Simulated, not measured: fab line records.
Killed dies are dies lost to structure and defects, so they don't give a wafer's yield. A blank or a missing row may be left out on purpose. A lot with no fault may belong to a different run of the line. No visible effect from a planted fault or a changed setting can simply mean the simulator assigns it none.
Struck lot and sound lot, side by side + flow nand_harc + 15 out of 1159 route steps
Sound: wafers L188.2, L188.4, L188.6. Struck: wafers L184.1, L184.2, L184.6. The cause is given at the end.
For every step that has rows: the tool of each side, followed by ch and its chambers, followed by its first start. Under that, the readings that differ: sound wafers + struck wafers + difference of the means + sigmas: that difference in standard deviations of wafers without a fault.
alike: readings with means less than 2 such deviations apart, plus words and numbers identical on both sides. not compared: withheld readings, readings lacking a value on some wafer, bounds such as >300 that could conceal the same value, and numbers that have no deviation in the record and whose values overlap.
Wherever a step has rows on one side only, a row that says differs or no value, or a row with sigmas, the two part there. Numbers that don't overlap but have no deviation are shown without sigmas and don't part them. Lack of a reading on every wafer of one side parts them only where that side has two or more wafers.

first, 1 step without rows for these wafers: NHARC_A_CONTACT_ETCH_118 (etches the open film in C4F8/O2/Ar, time 94 s, target depth 922 nm).
NHARC_A_CONTACT_ETCH_119: etches the open film in C4F8/O2/Ar, time 94 s, target depth 922 nm.
  sound on har_cap_etch-02 ch 0,1, day 22 15:35; struck on har_cap_etch-02 ch 0,1, day 20 05:07
  alike: chamber_pressure_mTorr, oes_air_line_au
  not compared: rf_hours_counter_h
NHARC_A_CONTACT_ETCH_120: etches the open film in C4F8/O2/Ar, time 94 s, target depth 922 nm.
  sound on har_cap_etch-02 ch 0,1, day 22 15:41; struck on har_cap_etch-02 ch 0,1, day 20 05:13
  alike: chamber_pressure_mTorr, oes_air_line_au
  not compared: rf_hours_counter_h
then, 1 step without rows for these wafers: NHARC_A_CONTACT_ETCH_121 (etches the open film in C4F8/O2/Ar, time 94 s, target depth 922 nm).
NHARC_A_CONTACT_ETCH_122: etches the open film in C4F8/O2/Ar, time 95 s, target depth 930 nm.
  sound on har_cap_etch-02 ch 0,1, day 22 15:52; struck on har_cap_etch-02 ch 0,1, day 20 05:23
| reading                | sound             | struck            | difference | sigmas |
|------------------------|-------------------|-------------------|------------|--------|
| oes_air_line_au (a.u.) | 1.010 1.033 1.027 | 0.981 0.956 0.986 | -0.049     | -2     |
  alike: chamber_pressure_mTorr
  not compared: rf_hours_counter_h
NHARC_A_CONTACT_ETCH_123: etches the open film in C4F8/O2/Ar, time 253 s, target depth 1090 nm.
  sound on har_cap_etch-02 ch 0,1, day 22 15:57; struck on har_cap_etch-02 ch 0,1, day 20 05:29
| reading                | sound             | struck            | difference | sigmas |
|------------------------|-------------------|-------------------|------------|--------|
| oes_air_line_au (a.u.) | 1.007 1.070 1.030 | 1.013 0.973 0.975 | -0.049     | -2     |
  alike: chamber_pressure_mTorr
  not compared: rf_hours_counter_h
then, 1 step without rows for these wafers: NHARC_A_CONTACT_ETCH_90 (etches the open film in CH3F/O2, target depth 40 nm, time 85.7 s).
NHARC_A_CONTACT_ETCH_96: etches the open film in C4F6/O2, target depth 20 nm, time 10 s.
  sound on rie_diel-08 ch 0,2,3; struck on rie_diel-06 ch 1,2,3
  alike: bias_w, c4f6_flow_sccm, drypump_motor_current_A, oes_product_au, rf_vpp_V, showerhead_plenum_p_Torr, throttle_valve_pct
  not compared: rf_hours_counter_h
NHARC_A_CONTACT_CD_MEAS_53:
  sound on cd_sem-03 at day 22 16:48; struck on cd_sem-03 at day 20 06:18
  alike: cd_nm
then, 3 steps without rows for these wafers: NHARC_A_CONTACT_STRIP_99 (strips in N2/H2); NHARC_A_CONTACT_STRIP_100 (strips in CF4/CHF3); NHARC_A_CONTACT_STRIP_101 (strips in O2/COS).
NHARC_A_CONTACT_ETCH_102: etches the open film in CF4/O2, target depth 70 nm, overetch 7 nm, time 38.5 s.
  sound on rie_diel-08 ch 0,2,3, day 22 17:08; struck on rie_diel-08 ch 0,2,3, day 20 06:41
  no value came back on the struck wafers for any of 9 readings (bias_w (W), cf4_flow_sccm (sccm) and others); on the sound wafers bias_w (W) reads 100.4 100.3 99.6
  not compared: rf_hours_counter_h
then, 1 step without rows for these wafers: NHARC_A_CONTACT_STRIP_55 (strips in O2).
-- record jumps: 3 days between struck wafers' starts before vs after; left off in module A_CONTACT, resumes in module END, first step shown is number 1159 of the route --
NHARC_END_SORT_01:
  sound on prober-02 ch 0, day 25 11:35; struck on prober-01 ch 0, day 23 06:02
  alike: killed_at_array, killed_at_other, killed_at_periphery, killed_dies, killed_open, killed_short

WHERE THEY PART
At NHARC_A_CONTACT_ETCH_122 first; at NHARC_A_CONTACT_ETCH_102 last (within this record only). Later steps at which nothing parts them and some readings are alike: NHARC_END_SORT_01.

WHY: what the simulator had put in
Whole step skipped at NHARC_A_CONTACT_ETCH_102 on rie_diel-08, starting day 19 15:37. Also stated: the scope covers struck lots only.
